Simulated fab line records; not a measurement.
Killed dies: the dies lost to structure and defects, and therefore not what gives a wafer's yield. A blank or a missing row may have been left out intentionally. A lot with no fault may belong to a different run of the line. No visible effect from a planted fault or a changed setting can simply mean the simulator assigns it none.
Which tool is to blame? || flow n5Finfet || 26 wafers from 9 lots sampled at 5 of the route's 1938 steps

== WHAT THE GAUGES SHOWED, per wafer ==
N5_BEOL_M4_RC_MEAS_101.
{"lot": "L709", "measured": "day 7 13:15", "on": "prober-01", "DIBL_N (mV/V)": "38.7 35.2 33.1", "DIBL_P (mV/V)": "41.7 37.8 33.2", "IOFF_N (nA/um)": "0.22 0.16 0.11", "IOFF_N_85C (nA/um)": "4.0 3.1 2.2", "IOFF_N_LIN (nA/um)": "0.094 0.074 0.053", "IOFF_N_LONG (nA/um)": "5.3e-05 5.3e-05 5.4e-05", "IOFF_P (nA/um)": "0.29 0.22 0.14", "ION_N (uA/um)": "691 671 657", "ION_P (uA/um)": "467 461 456", "SS_N (mV/dec)": "72.6 71.3 71.1", "SS_P (mV/dec)": "75.5 73.5 72.6", "VT_N (mV)": "244 251 254", "VT_N_LONG (mV)": "277.5 276.4 278.8", "VT_N_LVT (mV)": "95 98 105", "VT_P (mV)": "-248 -251 -257", "VT_P_LONG (mV)": "-278 -278 -278"}
{"lot": "L713", "measured": "day 8 22:30", "on": "prober-01", "DIBL_N (mV/V)": "37.9 33.1 34.5", "DIBL_P (mV/V)": "36.9 32.0 32.7", "IOFF_N (nA/um)": "0.17 0.11 0.12", "IOFF_N_85C (nA/um)": "3.2 2.3 2.4", "IOFF_N_LIN (nA/um)": "0.074 0.055 0.057", "IOFF_N_LONG (nA/um)": "5.2e-05 5.3e-05 5.3e-05", "IOFF_P (nA/um)": "0.20 0.14 0.14", "ION_N (uA/um)": "657 679 660", "ION_P (uA/um)": "450 458 447", "SS_N (mV/dec)": "72.0 71.3 70.7", "SS_P (mV/dec)": "73.5 71.7 72.0", "VT_N (mV)": "251 252 257", "VT_N_LONG (mV)": "274.1 274.9 275.7", "VT_N_LVT (mV)": "100 103 103", "VT_P (mV)": "-251 -257 -256", "VT_P_LONG (mV)": "-279 -279 -276"}
{"lot": "L714", "measured": "day 9 03:58", "on": "prober-01", "DIBL_N (mV/V)": "36.8 39.4 35.4", "DIBL_P (mV/V)": "38.4 42.4 37.2", "IOFF_N (nA/um)": "0.15 0.25 0.14", "IOFF_N_85C (nA/um)": "3.1 4.6 2.8", "IOFF_N_LIN (nA/um)": "0.073 0.110 0.067", "IOFF_N_LONG (nA/um)": "5.5e-05 5.4e-05 5.5e-05", "IOFF_P (nA/um)": "0.23 0.32 0.21", "ION_N (uA/um)": "665 709 668", "ION_P (uA/um)": "467 489 464", "SS_N (mV/dec)": "71.2 73.4 71.2", "SS_P (mV/dec)": "74.1 74.4 74.1", "VT_N (mV)": "253 245 254", "VT_N_LONG (mV)": "278.1 274.2 275.6", "VT_N_LVT (mV)": "103 93 104", "VT_P (mV)": "-250 -246 -254", "VT_P_LONG (mV)": "-273 -276 -277"}
{"lot": "L721", "measured": "day 10 19:13", "on": "prober-02", "DIBL_N (mV/V)": "34.1 34.8 35.5", "DIBL_P (mV/V)": "33.5 34.8 36.5", "IOFF_N (nA/um)": "0.12 0.42 0.16", "IOFF_N_85C (nA/um)": "2.5 7.0 3.1", "IOFF_N_LIN (nA/um)": "0.062 0.211 0.077", "IOFF_N_LONG (nA/um)": "5.3e-05 0.000136 5.2e-05", "IOFF_P (nA/um)": "0.18 0.15 0.23", "ION_N (uA/um)": "677 758 711", "ION_P (uA/um)": "468 465 484", "SS_N (mV/dec)": "69.9 71.2 70.5", "SS_P (mV/dec)": "72.7 73.0 73.3", "VT_N (mV)": "252 219 246", "VT_N_LONG (mV)": "274.5 243.9 278.1", "VT_N_LVT (mV)": "99 66 95", "VT_P (mV)": "-252 -256 -246", "VT_P_LONG (mV)": "-276 -285 -272"}
{"lot": "L723", "measured": "day 11 11:25", "on": "prober-02", "DIBL_N (mV/V)": "40.2 40.9", "DIBL_P (mV/V)": "40.8 42.7", "IOFF_N (nA/um)": "0.23 0.94", "IOFF_N_85C (nA/um)": "4.2 13.7", "IOFF_N_LIN (nA/um)": "0.100 0.401", "IOFF_N_LONG (nA/um)": "6e-05 0.000154", "IOFF_P (nA/um)": "0.29 0.26", "ION_N (uA/um)": "690 784", "ION_P (uA/um)": "473 469", "SS_N (mV/dec)": "73.1 72.8", "SS_P (mV/dec)": "74.3 74.5", "VT_N (mV)": "243 205", "VT_N_LONG (mV)": "274.6 239.9", "VT_N_LVT (mV)": "92 53", "VT_P (mV)": "-246 -249", "VT_P_LONG (mV)": "-272 -283"}
{"lot": "L724", "measured": "day 11 11:47", "on": "prober-01", "DIBL_N (mV/V)": "35.1 35.5 36.0", "DIBL_P (mV/V)": "35.5 35.2 37.2", "IOFF_N (nA/um)": "0.17 0.16 0.18", "IOFF_N_85C (nA/um)": "3.3 3.1 3.3", "IOFF_N_LIN (nA/um)": "0.074 0.074 0.080", "IOFF_N_LONG (nA/um)": "5.8e-05 5.7e-05 5.7e-05", "IOFF_P (nA/um)": "0.21 0.20 0.22", "ION_N (uA/um)": "667 662 672", "ION_P (uA/um)": "459 451 461", "SS_N (mV/dec)": "71.8 71.6 72.4", "SS_P (mV/dec)": "73.4 72.3 73.4", "VT_N (mV)": "250 251 250", "VT_N_LONG (mV)": "275.0 274.7 271.5", "VT_N_LVT (mV)": "98 99 98", "VT_P (mV)": "-249 -251 -250", "VT_P_LONG (mV)": "-276 -275 -277"}
{"lot": "L725", "measured": "day 11 19:21", "on": "prober-01", "DIBL_N (mV/V)": "39.2 36.9 36.5", "DIBL_P (mV/V)": "41.4 37.3 37.2", "IOFF_N (nA/um)": "0.21 0.16 0.14", "IOFF_N_85C (nA/um)": "3.9 3.1 2.8", "IOFF_N_LIN (nA/um)": "0.093 0.074 0.066", "IOFF_N_LONG (nA/um)": "5.4e-05 5.3e-05 5.3e-05", "IOFF_P (nA/um)": "0.29 0.22 0.20", "ION_N (uA/um)": "693 668 665", "ION_P (uA/um)": "474 459 456", "SS_N (mV/dec)": "72.1 71.3 71.3", "SS_P (mV/dec)": "74.3 72.6 73.1", "VT_N (mV)": "249 250 253", "VT_N_LONG (mV)": "275.6 276.8 275.8", "VT_N_LVT (mV)": "96 98 101", "VT_P (mV)": "-245 -251 -253", "VT_P_LONG (mV)": "-276 -276 -276"}
{"lot": "L729", "measured": "day 12 21:37", "on": "prober-01", "DIBL_N (mV/V)": "37.9 34.5 35.7", "DIBL_P (mV/V)": "40.9 35.3 38.1", "IOFF_N (nA/um)": "0.19 0.13 0.16", "IOFF_N_85C (nA/um)": "3.7 2.6 3.2", "IOFF_N_LIN (nA/um)": "0.087 0.063 0.077", "IOFF_N_LONG (nA/um)": "5.5e-05 5.7e-05 5.6e-05", "IOFF_P (nA/um)": "0.23 0.15 0.19", "ION_N (uA/um)": "669 664 666", "ION_P (uA/um)": "459 449 449", "SS_N (mV/dec)": "72.2 71.4 71.5", "SS_P (mV/dec)": "73.8 72.8 73.4", "VT_N (mV)": "248 251 247", "VT_N_LONG (mV)": "273.0 276.7 273.8", "VT_N_LVT (mV)": "93 98 95", "VT_P (mV)": "-251 -256 -254", "VT_P_LONG (mV)": "-280 -280 -278"}
{"lot": "L731", "measured": "day 13 16:04", "on": "prober-02", "DIBL_N (mV/V)": "37.8 34.3 33.2", "DIBL_P (mV/V)": "37.7 34.0 33.0", "IOFF_N (nA/um)": "0.18 0.11 0.10", "IOFF_N_85C (nA/um)": "3.4 2.3 2.1", "IOFF_N_LIN (nA/um)": "0.081 0.057 0.051", "IOFF_N_LONG (nA/um)": "5.2e-05 5.1e-05 5.1e-05", "IOFF_P (nA/um)": "0.20 0.15 0.14", "ION_N (uA/um)": "684 670 668", "ION_P (uA/um)": "457 468 462", "SS_N (mV/dec)": "71.9 71.0 70.1", "SS_P (mV/dec)": "74.1 72.7 72.2", "VT_N (mV)": "248 254 257", "VT_N_LONG (mV)": "277.3 280.5 274.8", "VT_N_LVT (mV)": "97 104 106", "VT_P (mV)": "-254 -258 -260", "VT_P_LONG (mV)": "-280 -278 -280"}

== WHAT TOOL EACH LOT RAN ON (gives the tool, then ch and the chambers of the sampled wafers, and finally the start) ==
{"lot": "L709", "N5_HKMG_FIN_ALD_36": "aldMetal-03 ch 0,1,3, day 4 04:05", "N5_HKMG_FIN_DESCUM_17": "rieDiel-04 ch 2,3, day 4 05:34", "N5_HKMG_FIN_STRIP_88": "plasmaAsher-01 ch 0,1, day 4 07:10", "N5_HKMG_FIN_NWFM_ALD_20": "aldMetal-02 ch 0,2,3, day 4 07:33"}
{"lot": "L713", "N5_HKMG_FIN_ALD_36": "aldMetal-02 ch 0,1,3, day 5 01:46", "N5_HKMG_FIN_DESCUM_17": "rieDiel-01 ch 0,2, day 5 03:05", "N5_HKMG_FIN_STRIP_88": "plasmaAsher-02 ch 0,1, day 5 04:40", "N5_HKMG_FIN_NWFM_ALD_20": "aldMetal-03 ch 1,2, day 5 05:03"}
{"lot": "L714", "N5_HKMG_FIN_ALD_36": "aldMetal-02 ch 0,1,3, day 5 06:55", "N5_HKMG_FIN_DESCUM_17": "rieDiel-01 ch 1,2,3, day 5 08:10", "N5_HKMG_FIN_STRIP_88": "plasmaAsher-01 ch 0,1, day 5 09:54", "N5_HKMG_FIN_NWFM_ALD_20": "aldMetal-02 ch 0,1,2, day 5 10:17"}
{"lot": "L721", "N5_HKMG_FIN_ALD_36": "aldMetal-03 ch 1,2,3, day 7 05:08", "N5_HKMG_FIN_DESCUM_17": "rieDiel-03 ch 0,1,2, day 7 06:16", "N5_HKMG_FIN_STRIP_88": "plasmaAsher-02 ch 0,1, day 7 07:50", "N5_HKMG_FIN_NWFM_ALD_20": "aldMetal-02 ch 0,1,3, day 7 08:14"}
{"lot": "L723", "N5_HKMG_FIN_ALD_36": "aldMetal-02 ch 0,3, day 7 16:17", "N5_HKMG_FIN_DESCUM_17": "rieDiel-01 ch 3, day 7 17:32", "N5_HKMG_FIN_STRIP_88": "plasmaAsher-02 ch 0, day 7 19:08", "N5_HKMG_FIN_NWFM_ALD_20": "aldMetal-02 ch 0,3, day 7 19:31"}
{"lot": "L724", "N5_HKMG_FIN_ALD_36": "aldMetal-03 ch 0,2,3, day 7 22:02", "N5_HKMG_FIN_DESCUM_17": "rieDiel-03 ch 0,3, day 7 23:43", "N5_HKMG_FIN_STRIP_88": "plasmaAsher-02 ch 0,1, day 8 01:28", "N5_HKMG_FIN_NWFM_ALD_20": "aldMetal-01 ch 0,2,3, day 8 01:47"}
{"lot": "L725", "N5_HKMG_FIN_ALD_36": "aldMetal-01 ch 0,2,3, day 8 01:40", "N5_HKMG_FIN_DESCUM_17": "rieDiel-04 ch 0,3, day 8 02:49", "N5_HKMG_FIN_STRIP_88": "plasmaAsher-01 ch 0,1, day 8 04:31", "N5_HKMG_FIN_NWFM_ALD_20": "aldMetal-03 ch 2,3, day 8 04:46"}
{"lot": "L729", "N5_HKMG_FIN_ALD_36": "aldMetal-03 ch 1,2, day 9 05:59", "N5_HKMG_FIN_DESCUM_17": "rieDiel-03 ch 0,1,2, day 9 07:52", "N5_HKMG_FIN_STRIP_88": "plasmaAsher-02 ch 0, day 9 09:43", "N5_HKMG_FIN_NWFM_ALD_20": "aldMetal-01 ch 0,1, day 9 10:07"}
{"lot": "L731", "N5_HKMG_FIN_ALD_36": "aldMetal-02 ch 0,1,3, day 9 15:26", "N5_HKMG_FIN_DESCUM_17": "rieDiel-01 ch 0,2,3, day 9 17:08", "N5_HKMG_FIN_STRIP_88": "plasmaAsher-01 ch 0,1, day 9 18:56", "N5_HKMG_FIN_NWFM_ALD_20": "aldMetal-01 ch 1,2,3, day 9 19:20"}
- N5_HKMG_FIN_ALD_36: deposits TiN, target thk 1 nm, pulse time 1 s, purge time 3 s.
- N5_HKMG_FIN_DESCUM_17: chemistry O2, time 7.9 s.
- N5_HKMG_FIN_STRIP_88: strips in N2/H2, time 360 s.
- N5_HKMG_FIN_NWFM_ALD_20: deposits TiAlC, target thk 2 nm, pulse time 3 s, purge time 2 s.

== WHAT THE TOOLS THEMSELVES READ (means of the sampled wafers that have a number; where no wafer has one, the mark that the record gives instead) ==
N5_HKMG_FIN_ALD_36.
{"lot": "L709", "tool": "aldMetal-03", "heaterPowerW (W)": 892, "precursorPulseHeightRel": 0.998}
{"lot": "L713", "tool": "aldMetal-02", "heaterPowerW (W)": 864, "precursorPulseHeightRel": 1.010}
{"lot": "L714", "tool": "aldMetal-02", "heaterPowerW (W)": 878, "precursorPulseHeightRel": 0.990}
{"lot": "L721", "tool": "aldMetal-03", "heaterPowerW (W)": 946, "precursorPulseHeightRel": 0.993}
{"lot": "L723", "tool": "aldMetal-02", "heaterPowerW (W)": 884, "precursorPulseHeightRel": 1.000}
{"lot": "L724", "tool": "aldMetal-03", "heaterPowerW (W)": 977, "precursorPulseHeightRel": 1.007}
{"lot": "L725", "tool": "aldMetal-01", "heaterPowerW (W)": 875, "precursorPulseHeightRel": 1.014}
{"lot": "L729", "tool": "aldMetal-03", "heaterPowerW (W)": 1016, "precursorPulseHeightRel": 0.992}
{"lot": "L731", "tool": "aldMetal-02", "heaterPowerW (W)": 874, "precursorPulseHeightRel": 1.011}

N5_HKMG_FIN_DESCUM_17.
{"lot": "L709", "tool": "rieDiel-04", "drypumpMotorCurrentA (A)": 5.1, "o2FlowSccm (sccm)": 225.3, "oesProductAu (a.u.)": 0.83, "rfVppV (V)": 243.2, "showerheadPlenumPTorr (Torr)": 2.12, "tempC (C)": 40.01, "throttleValvePct (%)": 20.09}
{"lot": "L713", "tool": "rieDiel-01", "drypumpMotorCurrentA (A)": 6.0, "o2FlowSccm (sccm)": 225.2, "oesProductAu (a.u.)": 0.82, "rfVppV (V)": 242.9, "showerheadPlenumPTorr (Torr)": 2.10, "tempC (C)": 39.95, "throttleValvePct (%)": 20.51}
{"lot": "L714", "tool": "rieDiel-01", "drypumpMotorCurrentA (A)": 5.5, "o2FlowSccm (sccm)": 224.6, "oesProductAu (a.u.)": 0.72, "rfVppV (V)": 242.8, "showerheadPlenumPTorr (Torr)": 2.04, "tempC (C)": 40.04, "throttleValvePct (%)": 20.45}
{"lot": "L721", "tool": "rieDiel-03", "drypumpMotorCurrentA (A)": 5.8, "o2FlowSccm (sccm)": 225.4, "oesProductAu (a.u.)": 0.81, "rfVppV (V)": 244.4, "showerheadPlenumPTorr (Torr)": 2.13, "tempC (C)": 39.88, "throttleValvePct (%)": 20.37}
{"lot": "L723", "tool": "rieDiel-01", "drypumpMotorCurrentA (A)": 5.7, "o2FlowSccm (sccm)": 224.4, "oesProductAu (a.u.)": 0.73, "rfVppV (V)": 244.9, "showerheadPlenumPTorr (Torr)": 2.14, "tempC (C)": 40.10, "throttleValvePct (%)": 20.23}
{"lot": "L724", "tool": "rieDiel-03", "drypumpMotorCurrentA (A)": 6.1, "o2FlowSccm (sccm)": 224.7, "oesProductAu (a.u.)": 0.72, "rfVppV (V)": 245.0, "showerheadPlenumPTorr (Torr)": 2.16, "tempC (C)": 39.99, "throttleValvePct (%)": 20.72}
{"lot": "L725", "tool": "rieDiel-04", "drypumpMotorCurrentA (A)": 5.2, "o2FlowSccm (sccm)": 225.0, "oesProductAu (a.u.)": 0.77, "rfVppV (V)": 242.4, "showerheadPlenumPTorr (Torr)": 2.07, "tempC (C)": 40.07, "throttleValvePct (%)": 20.45}
{"lot": "L729", "tool": "rieDiel-03", "drypumpMotorCurrentA (A)": 5.8, "o2FlowSccm (sccm)": 224.6, "oesProductAu (a.u.)": 0.78, "rfVppV (V)": 243.3, "showerheadPlenumPTorr (Torr)": 2.12, "tempC (C)": 39.95, "throttleValvePct (%)": 20.40}
{"lot": "L731", "tool": "rieDiel-01", "drypumpMotorCurrentA (A)": 5.7, "o2FlowSccm (sccm)": 225.8, "oesProductAu (a.u.)": 0.82, "rfVppV (V)": 243.9, "showerheadPlenumPTorr (Torr)": 2.17, "tempC (C)": 40.05, "throttleValvePct (%)": 20.39}

N5_HKMG_FIN_STRIP_88.
{"lot": "L709", "tool": "plasmaAsher-01", "drypumpMotorCurrentA (A)": 5.9, "heaterPowerW (W)": 423, "tempC (C)": 299.92}
{"lot": "L713", "tool": "plasmaAsher-02", "drypumpMotorCurrentA (A)": 5.9, "heaterPowerW (W)": 496, "tempC (C)": 299.87}
{"lot": "L714", "tool": "plasmaAsher-01", "drypumpMotorCurrentA (A)": 5.8, "heaterPowerW (W)": 418, "tempC (C)": 299.79}
{"lot": "L721", "tool": "plasmaAsher-02", "drypumpMotorCurrentA (A)": 5.9, "heaterPowerW (W)": 508, "tempC (C)": 299.80}
{"lot": "L723", "tool": "plasmaAsher-02", "drypumpMotorCurrentA (A)": 6.0, "heaterPowerW (W)": 498, "tempC (C)": 300.11}
{"lot": "L724", "tool": "plasmaAsher-02", "drypumpMotorCurrentA (A)": 5.8, "heaterPowerW (W)": 505, "tempC (C)": 300.17}
{"lot": "L725", "tool": "plasmaAsher-01", "drypumpMotorCurrentA (A)": 6.2, "heaterPowerW (W)": 409, "tempC (C)": 300.20}
{"lot": "L729", "tool": "plasmaAsher-02", "drypumpMotorCurrentA (A)": 6.0, "heaterPowerW (W)": 495, "tempC (C)": 299.92}
{"lot": "L731", "tool": "plasmaAsher-01", "drypumpMotorCurrentA (A)": 6.2, "heaterPowerW (W)": 411, "tempC (C)": 300.07}

N5_HKMG_FIN_NWFM_ALD_20.
{"lot": "L709", "tool": "aldMetal-02", "heaterPowerW (W)": 492, "precursorPulseHeightRel": 0.989}
{"lot": "L713", "tool": "aldMetal-03", "heaterPowerW (W)": 574, "precursorPulseHeightRel": 1.002}
{"lot": "L714", "tool": "aldMetal-02", "heaterPowerW (W)": 473, "precursorPulseHeightRel": 1.003}
{"lot": "L721", "tool": "aldMetal-02", "heaterPowerW (W)": 490, "precursorPulseHeightRel": 0.977}
{"lot": "L723", "tool": "aldMetal-02", "heaterPowerW (W)": 490, "precursorPulseHeightRel": 1.012}
{"lot": "L724", "tool": "aldMetal-01", "heaterPowerW (W)": 489, "precursorPulseHeightRel": 0.986}
{"lot": "L725", "tool": "aldMetal-03", "heaterPowerW (W)": 516, "precursorPulseHeightRel": 1.000}
{"lot": "L729", "tool": "aldMetal-01", "heaterPowerW (W)": 431, "precursorPulseHeightRel": 1.010}
{"lot": "L731", "tool": "aldMetal-01", "heaterPowerW (W)": 469, "precursorPulseHeightRel": 0.999}

== THE ANSWER, worked out from the rows above alone ==
Rule: what is usual is taken from the lots themselves. Put in order of their means at a reading, lots are off if they are a third of the lots or fewer, leave a main group of 4 or more, and stand apart from it by a gap of 3 or more times the standard deviation of the main group's means; of several such gaps the widest counts. A main group is skipped when, at the precision printed for the reading in the tables above, its means are all equal. A lot without any number at a reading at which 4 lots or more have one is off too. All remaining lots with rows at the step are treated as sound. After the gauges, taken in route order, come the tools' own readings; for these a lot's mean is taken, as printed above. The first step at which some lot is off is used, and at that step the reading that is off furthest; a lot without a number counts as furthest.
Off: at N5_BEOL_M4_RC_MEAS_101 (IOFF_N_LONG), L721, L723. The main group: mean 5.4e-05 nA/um, standard deviation 1.9e-06.
A tool fits if, at a process step before that reading, it ran every lot that is off, and no sound lot after the first of them. Those tools and the gauges at N5_BEOL_M4_RC_MEAS_101 are tried in the same way. One candidate fits, namely aldMetal-02 at N5_HKMG_FIN_NWFM_ALD_20. Its last sound lot is L714 (day 5 10:17), its first lot that is off L721 (day 7 08:14): a fault that began between those two fits.

== WHAT WAS PUT IN BY THE SIMULATOR ==
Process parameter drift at N5_HKMG_FIN_NWFM_ALD_20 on aldMetal-02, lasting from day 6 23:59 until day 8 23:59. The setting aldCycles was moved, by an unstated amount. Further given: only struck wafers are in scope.
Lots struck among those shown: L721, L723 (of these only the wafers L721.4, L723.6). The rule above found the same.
